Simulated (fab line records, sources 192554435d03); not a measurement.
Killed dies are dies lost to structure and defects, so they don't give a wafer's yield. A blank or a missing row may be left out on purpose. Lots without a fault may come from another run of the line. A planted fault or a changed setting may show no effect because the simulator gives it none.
fab line records | flow n5_finfet
record lots=7 wafers=20 last_day=18
route steps=1938 shown BEOL_M8@1374 PASSIVATION@1936
lots that met no fault: from a run of the same line without faults
start_h: hours from the record's first day to the start of the lot's first wafer shown | wait_h: hours since the lot's step before | " the same as in the row above | L1.1+2: a row that stands for several wafers | - no value, or no start given | * or withheld: withheld | < > ~ a bound
route shown NAME@n: a module of which the file shows steps, and the number in the route of the first | usual: mean/standard deviation of fault-free wafers | same: alike in all rows | chamber/n: place in a boat | sites: the reading at each site | _std_site: their standard deviation | _edge_site: outer sites' mean less inner sites' | radius_mm: how far each site lies from the wafer's centre | mask NAME#n: copy n | behind: the tool/chamber that last shaped the wafer | hold: why the lot was held/for how many hours/how that ended | device: the transistor (n, p or np) that didn't switch | end of line: the same wafers' tests at the end of the route | a step without rows: its recipe alone | killed: dies lost to structure and defects at the first sort, not the wafer's yield | map: a wafer's dies, x killed, . not, _ none there
set.NAME: the setting as run; set.NAME@STEP: as run at that earlier step | model.NAME: the simulator's own value behind a step, which no gauge read
lots at some steps of the route; a table a step, a row a wafer
services: from which hour (start_h, from the record's first day; less than 0 if before it) a tool's chamber was out of use, for how many hours, and why
## steps
# step N5_BEOL_M8_VIA_ETCH_34
# recipe chemistry=C4F6/O2 target=SiCOH_lowk target_depth_a=1255 mask_material=SOC taper_deg=4 time_s=50.5 ion_energy_ev=250 pressure_mtorr=30 source_w=345 bias_w=185 Ar_flow_sccm=300 C4F6_flow_sccm=10 O2_flow_sccm=10
# usual bias_w=185.0/0.52 drypump_motor_current_A=5.9/0.35 oes_product_au=0.81/0.088 rf_vpp_V=668/4 showerhead_plenum_p_Torr=2.89/0.13 throttle_valve_pct=20.80/0.2
# columns lot.wafer tool chamber start_h wait_h bias_w drypump_motor_current_A oes_product_au rf_hours_counter_h rf_vpp_V showerhead_plenum_p_Torr throttle_valve_pct
L164.2 rie_diel-05 2 226.86 0.0 185.3 5.8 0.89 26 674 3.03 20.81
L164.3 " 0 " " 184.8 5.5 0.74 178 673 2.94 20.69
L164.6 " 2 " " 184.0 5.8 0.89 - 674 3.03 20.80
L170.2 rie_diel-05 0 276.57 0.0 186.0 5.5 0.73 194 671 2.93 20.71
L170.4 " 2 " " 185.0 5.8 0.86 46 675 3.02 20.85
L170.5 " 1 " " 185.2 5.4 0.73 - 665 2.62 21.10
L175.2 rie_diel-05 3 292.61 0.0 184.9 6.3 0.92 14 664 2.91 20.74
L175.3 " 2 " " 184.6 5.8 0.85 49 674 3.02 20.86
L175.6 " 0 " " 184.7 5.5 0.73 - 673 2.93 20.72
L174.3 rie_diel-05 2 307.43 0.0 184.6 5.8 0.85 55 674 3.02 20.87
L174.4 " 0 " " 184.6 5.5 0.73 202 673 2.93 20.71
L174.5 " 2 " " 185.0 5.8 0.85 - 675 3.02 20.88
L179.2 rie_diel-04 2 318.67 0.0 184.7 6.1 0.80 107 666 2.75 21.11
L179.3 " 1 " " 186.1 6.1 0.98 9 667 3.02 20.45
L179.6 " 0 " " 185.2 6.4 0.83 - 664 2.99 20.70
L182.1 rie_diel-04 2 339.71 0.0 184.7 6.1 0.79 116 665 2.75 21.15
L182.2 " 1 " " 184.7 6.1 0.94 19 667 3.02 20.48
L183.3 rie_diel-02 1 343.16 0.0 184.2 5.5 0.76 143 672 2.98 20.97
L183.5 " 3 " " 185.3 5.9 0.69 - 664 2.90 20.68
L183.6 " 2 " " 185.4 6.4 0.88 - 672 2.77 20.69
# step N5_BEOL_M8_STRIP_76
# recipe chemistry=C4F6/O2 resist=SiARC rf_frequency_hz=6e+07
# step N5_BEOL_M8_STRIP_36
# recipe chemistry=N2/H2 power_w=450 temp_c=40 pressure_mtorr=20 rf_frequency_hz=6e+07 overash_fraction=0.3 bias_power_w=7 h2_frac=0.5 n2_flow_sccm=200 h2_flow_sccm=200
# usual drypump_motor_current_A=5.9/0.36 oes_product_au=0.81/0.089 rf_vpp_V=59.4/1.5 showerhead_plenum_p_Torr=2.58/0.12 throttle_valve_pct=23.59/0.2
# columns lot.wafer tool chamber start_h wait_h drypump_motor_current_A oes_product_au rf_hours_counter_h rf_vpp_V showerhead_plenum_p_Torr throttle_valve_pct
L164.2 rie_diel-05 2 226.92 0.0 5.8 0.88 26 56.9 2.71 23.47
L164.3 " 0 " " 5.5 0.74 178 57.6 2.63 23.41
L164.6 " 2 " " 5.8 0.88 - 59.4 2.71 23.44
L170.2 rie_diel-05 0 276.62 0.0 5.5 0.73 194 59.0 2.63 23.42
L170.4 " 2 " " 5.8 0.85 46 60.3 2.70 23.49
L170.5 " 1 " " 5.4 0.73 - 57.7 2.33 23.90
L175.2 rie_diel-05 3 292.66 0.0 6.3 0.92 14 59.8 2.60 23.67
L175.3 " 2 " " 5.8 0.86 49 62.5 2.69 23.47
L175.6 " 0 " " 5.5 0.73 - 60.2 2.62 23.41
L174.3 rie_diel-05 2 307.48 0.0 5.8 0.85 55 59.7 2.69 23.48
L174.4 " 0 " " 5.5 0.73 202 63.0 2.62 23.45
L174.5 " 2 " " 5.8 0.84 - 57.6 2.69 23.50
L179.2 rie_diel-04 2 318.72 0.0 6.1 0.80 107 58.1 2.45 23.90
L179.3 " 1 " " 6.1 0.99 9 62.0 2.70 23.19
L179.6 " 0 " " 6.4 0.83 - 61.3 2.66 23.53
L182.1 rie_diel-04 2 339.76 0.0 6.1 0.79 116 58.6 2.45 23.91
L182.2 " 1 " " 6.1 0.97 19 58.8 2.70 23.19
L183.3 rie_diel-02 1 343.21 0.0 5.5 0.74 143 61.4 2.65 23.61
L183.5 " 3 " " 5.9 0.69 - 58.5 2.61 23.66
L183.6 " 2 " " 6.4 0.88 - 59.4 2.48 23.71
# step N5_BEOL_M8_TRENCH_ETCH_37
# recipe chemistry=C4F6/O2 target_depth_a=934.78 target=SiCOH_lowk time_s=31.2 ion_energy_ev=250 pressure_mtorr=30 source_w=345 bias_w=185 Ar_flow_sccm=300 C4F6_flow_sccm=10 O2_flow_sccm=10
# usual bias_w=185.0/0.57 drypump_motor_current_A=5.9/0.35 oes_product_au=0.81/0.089 rf_vpp_V=668/4.1 showerhead_plenum_p_Torr=2.89/0.13 throttle_valve_pct=20.83/0.2
# columns lot.wafer tool chamber start_h wait_h bias_w drypump_motor_current_A oes_product_au rf_hours_counter_h rf_vpp_V showerhead_plenum_p_Torr throttle_valve_pct
L164.2 rie_diel-05 2 - - 184.6 5.8 0.89 26 675 3.03 20.85
L164.3 " 0 " " 185.1 5.5 0.74 178 673 2.94 20.73
L164.6 " 2 " " 184.9 5.8 0.89 - 674 3.03 20.85
L170.2 rie_diel-05 0 - - 185.3 5.5 0.74 194 673 2.93 20.75
L170.4 " 2 " " 184.3 5.8 0.86 46 674 3.02 20.89
L170.5 " 1 " " 185.0 5.4 0.73 - 664 2.62 21.13
L175.2 rie_diel-05 3 - - 184.5 6.3 0.93 15 662 2.91 20.77
L175.3 " 2 " " 185.3 5.8 0.86 49 674 3.02 20.89
L175.6 " 0 " " 185.5 5.5 0.73 - 671 2.93 20.75
L174.3 rie_diel-05 2 - - 185.4 5.8 0.84 55 673 3.02 20.89
L174.4 " 0 " " 185.3 5.5 0.72 202 672 2.93 20.75
L174.5 " 2 " " 185.0 5.8 0.84 - 674 3.02 20.90
L179.2 rie_diel-04 2 - - 185.5 6.1 0.79 107 665 2.75 21.16
L179.3 " 1 " " 184.8 6.1 0.97 9 668 3.02 20.50
L179.6 " 0 " " 185.5 6.4 0.82 - 665 2.99 20.74
L182.1 rie_diel-04 2 - - 184.7 6.1 0.78 116 665 2.75 21.17
L182.2 " 1 " " 184.4 6.1 0.94 19 667 3.02 20.50
L183.3 rie_diel-02 1 - - 184.1 5.5 0.75 143 673 2.98 21.00
L183.5 " 3 " " 185.6 5.9 0.69 - 664 2.90 20.71
L183.6 " 2 " " 185.4 6.4 0.88 - 673 2.77 20.71
# step N5_BEOL_M8_ETCH_41
# recipe chemistry=CH3F/O2 target=SiCN target_depth_a=319 taper_deg=2 time_s=57.8 ion_energy_ev=120 mask_material=TiN pressure_mtorr=30 source_w=395 bias_w=75 Ar_flow_sccm=150 CH3F_flow_sccm=30 O2_flow_sccm=20
# usual bias_w=75.02/0.24 drypump_motor_current_A=5.9/0.35 oes_product_au=0.81/0.088 rf_vpp_V=298.0/2.1 showerhead_plenum_p_Torr=2.03/0.097 throttle_valve_pct=16.23/0.2
# columns lot.wafer tool chamber start_h wait_h bias_w drypump_motor_current_A oes_product_au rf_hours_counter_h rf_vpp_V showerhead_plenum_p_Torr throttle_valve_pct
L164.2 rie_diel-05 2 - - 75.06 5.8 0.90 26 299.3 2.13 16.18
L164.3 " 0 " " 74.86 5.6 0.75 178 298.1 2.07 16.18
L164.6 " 2 " " 74.93 5.8 0.89 - 300.0 2.13 16.19
L170.2 rie_diel-05 0 - - 75.08 5.5 0.73 194 298.1 2.06 16.22
L170.4 " 2 " " 75.19 5.8 0.86 46 301.5 2.13 16.23
L170.5 " 1 " " 74.99 5.4 0.73 - 293.9 1.84 16.54
L175.2 rie_diel-05 3 - - 74.97 6.3 0.92 15 298.5 2.05 16.12
L175.3 " 2 " " 75.17 5.8 0.86 49 298.8 2.13 16.23
L175.6 " 0 " " 74.72 5.5 0.73 - 299.8 2.06 16.22
L174.3 rie_diel-05 2 - - 75.00 5.8 0.85 55 298.4 2.12 16.24
L174.4 " 0 " " 74.77 5.5 0.73 202 297.2 2.06 16.24
L174.5 " 2 " " 75.57 5.8 0.85 - 300.0 2.12 16.26
L179.2 rie_diel-04 2 - - 74.81 6.0 0.81 107 296.3 1.93 16.51
L179.3 " 1 " " 74.89 6.1 0.97 9 302.4 2.13 15.86
L179.6 " 0 " " 74.72 6.4 0.82 - 299.0 2.11 16.14
L182.1 rie_diel-04 2 - - 75.31 6.1 0.80 116 295.4 1.93 16.54
L182.2 " 1 " " 74.97 6.1 0.95 19 301.1 2.13 15.87
L183.3 rie_diel-02 1 - - 75.11 5.5 0.76 143 298.6 2.09 16.37
L183.5 " 3 " " 74.71 5.9 0.70 - 297.4 2.04 16.22
L183.6 " 2 " " 75.11 6.4 0.88 - 298.0 1.95 16.13
# step N5_BEOL_M8_STRIP_80
# recipe chemistry=N2/H2 time_s=10 power_w=450 temp_c=40 pressure_mtorr=20 rf_frequency_hz=6e+07 bias_power_w=7 n2_flow_sccm=200 h2_flow_sccm=200
# step N5_BEOL_M8_OCD_MEAS_38
# usual trench_depth_nm=93.4/1.1
# columns lot.wafer tool chamber start_h wait_h trench_depth_nm
L164.2 ocd-01 - 227.12 - 93.8
L164.3 " - " " 92.5
L164.6 " - " " 93.2
L170.2 ocd-01 - 276.82 - 93.0
L170.4 " - " " 94.6
L170.5 " - " " 93.1
L175.2 ocd-01 - 292.86 - 93.6
L175.3 " - " " 94.9
L175.6 " - " " 92.1
L174.3 ocd-02 - 307.68 - 95.5
L174.4 " - " " 92.8
L174.5 " - " " 94.3
L179.2 ocd-02 - 318.92 - 92.4
L179.3 " - " " 94.3
L179.6 " - " " 93.3
L182.1 ocd-02 - 339.96 - 91.5
L182.2 " - " " 93.9
L183.3 ocd-02 - 343.41 - 92.4
L183.5 " - " " 90.4
L183.6 " - " " 93.6
# step N5_BEOL_M8_HM_STRIP_39
# recipe chemistry=peroxide_tin_strip material=TiN target_depth_a=250 temp_c=50 time_s=158
# step N5_BEOL_M8_SRD_40
# recipe time_s=30 temp_c=23 rinse_liquid=diw dry=ipa_marangoni
# step N5_BEOL_M8_PRECLEAN_42
# recipe chemistry=residue_remover time_s=60 temp_c=40
# step N5_BEOL_M8_SRD_43
# recipe time_s=30 temp_c=23 rinse_liquid=diw dry=ipa_marangoni
# step N5_BEOL_M8_CD_MEAS_35
# recipe target_cd_nm=40 polarity=opening
# usual cd_nm=39.9/0.45
# columns lot.wafer tool chamber start_h wait_h cd_nm
L164.2 cd_sem-02 - 227.27 0.0 40.2
L164.3 " - " " 39.6
L164.6 " - " " 40.1
L170.2 cd_sem-01 - 276.98 0.0 39.6
L170.4 " - " " 40.3
L170.5 " - " " 39.7
L175.2 cd_sem-01 - 293.01 0.0 39.5
L175.3 " - " " 39.1
L175.6 " - " " 39.5
L174.3 cd_sem-03 - 307.84 0.0 40.8
L174.4 " - " " 40.4
L174.5 " - " " 39.6
L179.2 cd_sem-01 - 319.08 0.0 39.2
L179.3 " - " " 40.0
L179.6 " - " " 39.0
L182.1 cd_sem-02 - 340.11 0.0 40.1
L182.2 " - " " 40.4
L183.3 cd_sem-03 - 343.57 0.0 39.6
L183.5 " - " " 39.9
L183.6 " - " " 39.5
# step N5_BEOL_M8_CURE_75
# recipe temp_c=370 time_s=120 ambient=DMADMS/He material=SiCOH_lowk
# usual lamp_power_pct=52.31/0.056 run_length_s=178.4/0.85 wafer_temp_C_max=371.8/0.64
# columns lot.wafer tool chamber start_h wait_h lamp_power_pct run_length_s wafer_temp_C_max
L164.2 uv_cure-02 0 227.36 0.1 52.31 177.4 371.7
L164.3 " 0 " " 52.32 177.6 371.7
L164.6 " 0 " " 52.30 177.6 371.2
L170.2 uv_cure-02 0 278.17 1.2 52.30 178.4 371.4
L170.4 " 0 " " 52.38 178.2 371.6
L170.5 " 0 " " 52.42 177.8 371.6
L175.2 uv_cure-03 1 293.10 0.1 52.21 178.0 371.1
L175.3 " 1 " " 52.31 178.6 371.1
L175.6 " 1 " " 52.29 178.1 371.9
L174.3 uv_cure-01 0 308.11 0.3 52.33 178.4 371.8
L174.4 " 0 " " 52.35 178.6 371.5
L174.5 " 0 " " 52.34 178.2 371.0
L179.2 uv_cure-03 1 319.17 0.1 50.85 149.6 371.7
L179.3 " 1 " " 52.45 177.8 371.4
L179.6 " 1 " " 50.77 149.6 371.5
L182.1 uv_cure-03 2 340.16 0.0 52.40 178.6 372.6
L182.2 " 2 " " 50.90 149.6 372.5
L183.3 uv_cure-03 2 343.70 0.1 52.29 178.3 373.1
L183.5 " 2 " " 52.27 178.0 373.3
L183.6 " 2 " " 50.96 149.7 372.4
# step N5_BEOL_M8_DEGAS_44
# recipe ambient=vacuum temp_c=250 time_s=60
# usual heater_power_w=325/30
# columns lot.wafer tool chamber start_h wait_h heater_power_w
L164.2 pvd_sputter-01 - 228.64 1.2 287
L164.3 " - " " 358
L164.6 " - " " 286
L170.2 pvd_sputter-02 - 280.29 2.1 390
L170.4 " - " " 318
L170.5 " - " " 365
L175.2 pvd_sputter-01 - 293.44 0.3 319
L175.3 " - " " 320
L175.6 " - " " 323
L174.3 pvd_sputter-01 - 308.71 0.6 312
L174.4 " - " " 319
L174.5 " - " " 319
L179.2 pvd_sputter-02 - 320.06 0.8 361
L179.3 " - " " 392
L179.6 " - " " 292
L182.1 pvd_sputter-02 - 340.58 0.4 390
L182.2 " - " " 316
L183.3 pvd_sputter-02 - 344.33 0.6 367
L183.5 " - " " 319
L183.6 " - " " 298
# step N5_PASSIVATION_PROBE_49
# usual defect_limited_yield=91.0/1.5 killed_at_M0_to_M3=37/12 killed_at_M4_up=13/5 killed_at_contacts=13/6.1 killed_at_front_end=39/11 killed_at_other=4/3.2 killed_dies=106/17 killed_open=69/12 killed_short=35/7.9 sort_bin_5_function=5.3/1 sort_bin_6_memory=3.3/0.68 sort_n_pass=1074/17 sort_yield_pct=91.0/1.5
# same gross_dies=1180 killed_at_back_side=0 sort_bin_4_leakage[%]=0 sort_bin_8_speed[%]=0
# columns lot.wafer tool chamber start_h wait_h defect_limited_yield[%] killed_at_M0_to_M3 killed_at_M4_up killed_at_contacts killed_at_front_end killed_at_other killed_dies killed_open killed_short sort_bin_5_function[%] sort_bin_6_memory[%] sort_n_pass sort_yield_pct[%]
L170.2 prober-02 - 355.97 0.1 92.4 36 15 8 29 2 90 62 28 4.5 3.0 1090 92.4
L170.4 prober-02 - 356.07 0.2 88.3 55 19 8 47 9 138 83 52 6.2 5.2 1042 88.3
L170.5 prober-02 - 356.12 0.2 90.3 51 18 12 33 1 115 74 41 5.7 3.8 1065 90.3
L175.2 prober-02 - 361.74 0.2 89.4 23 18 20 63 1 125 97 27 6.9 3.6 1055 89.4
L175.3 prober-02 - 361.79 0.2 90.3 21 9 20 62 2 114 75 39 6.5 2.8 1066 90.3
L175.6 prober-02 - 361.94 0.4 90.3 39 9 20 46 0 114 76 38 5.9 3.6 1066 90.3
# killed by level:class
L170.2 BEOL_M0_SAQP:geometric_particle:open=9 MOL_CONTACT_COAG:geometric_particle:open=8 BEOL_M0_SAQP:geometric_particle:short=8 BEOL_M4:geometric_particle:open=7 STI_FIN_REVEAL:geometric_particle:open=6 BEOL_M1:geometric_particle:open=6 BEOL_M2:geometric_particle:open=6 DUMMY_GATE:geometric_particle:open=4
L170.4 BEOL_M0_SAQP:geometric_particle:open=21 FIN_SAQP:geometric_particle:short=10 BEOL_M0_SAQP:geometric_particle:short=10 BEOL_M3:geometric_particle:open=10 GATE_CUT:geometric_particle:short=9 DUMMY_GATE:geometric_particle:open=8 BEOL_M4:geometric_particle:open=8 GATE_CUT:geometric_particle:open=6
L170.5 BEOL_M0_SAQP:geometric_particle:short=11 BEOL_M3:geometric_particle:open=11 BEOL_M0_SAQP:geometric_particle:open=11 MOL_CONTACT_COAG:geometric_particle:open=9 STI_FIN_REVEAL:geometric_particle:open=8 BEOL_M2:geometric_particle:open=8 FIN_SAQP:geometric_particle:open=7 BEOL_M4:geometric_particle:open=6
L175.2 STI_FIN_REVEAL:geometric_particle:open=19 FIN_SAQP:geometric_particle:open=18 MOL_CONTACT_COAG:geometric_particle:open=16 BEOL_M4:geometric_particle:open=8 FIN_SAQP:geometric_particle:short=6 BEOL_M1:geometric_particle:open=6 DUMMY_GATE:geometric_particle:open=4 BEOL_M2:geometric_particle:open=4
L175.3 STI_FIN_REVEAL:geometric_particle:open=19 MOL_CONTACT_COAG:geometric_particle:open=18 FIN_SAQP:geometric_particle:short=12 FIN_SAQP:geometric_particle:open=8 STI_FIN_REVEAL:geometric_particle:short=8 BEOL_M1:geometric_particle:open=8 DUMMY_GATE:geometric_particle:open=6 BEOL_M0_SAQP:geometric_particle:open=6
L175.6 MOL_CONTACT_COAG:geometric_particle:open=14 FIN_SAQP:geometric_particle:open=13 BEOL_M1:geometric_particle:open=10 STI_FIN_REVEAL:geometric_particle:open=9 BEOL_M0_SAQP:geometric_particle:short=8 MOL_CONTACT_COAG:geometric_particle:short=6 BEOL_M1:geometric_particle:short=5 BEOL_M2:geometric_particle:open=5
## services
# columns tool chamber start_h hours kind
rie_diel-05 3 226.36 1.8 repair
rie_diel-05 3 228.48 - clean
rie_diel-05 3 228.48 - consumable_replace:focus_ring
rie_diel-05 3 228.48 13.1 scheduled_down
rie_diel-05 3 228.48 13.1 vent_cycle
uv_cure-03 - 228.57 2.1 pm
uv_cure-01 - 256.47 24.0 repair
rie_diel-05 0 267.67 7.6 repair
uv_cure-03 - 273.72 7.6 repair
rie_diel-04 1 277.22 - clean
rie_diel-04 1 277.22 - consumable_replace:focus_ring
rie_diel-04 1 277.22 - consumable_replace:showerhead
rie_diel-04 1 277.22 13.6 scheduled_down
rie_diel-04 1 277.22 13.6 vent_cycle
uv_cure-03 - 294.73 0.2 repair
uv_cure-03 - 294.93 0.3 repair
uv_cure-03 - 304.41 0.4 repair
rie_diel-02 3 321.37 8.5 repair
rie_diel-04 3 323.22 - clean
rie_diel-04 3 323.22 - consumable_replace:focus_ring
rie_diel-04 3 323.22 13.6 scheduled_down
rie_diel-04 3 323.22 13.6 vent_cycle
rie_diel-05 3 337.33 15.2 repair
## key
first_sign step=N5_BEOL_M8_CURE_75 reading=run_length_s direction=down sigmas=34 usual=* struck=*
effect step=N5_BEOL_M8_CURE_75 reading=lamp_power_pct direction=down sigmas=26 usual=* struck=*
met_at N5_BEOL_M8_CURE_75
struck_wafers L179.2,L179.6,L182.2,L183.6
onset_between 293.10 319.17
fault kind=process_parameter_drift tool=uv_cure-03 chamber=- onset_h=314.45 steps=N5_BEOL_M8_CURE_75 channel=time_s offset=* shape=step end_h=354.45 scope=struck_wafers_only acts_in=* stated=*
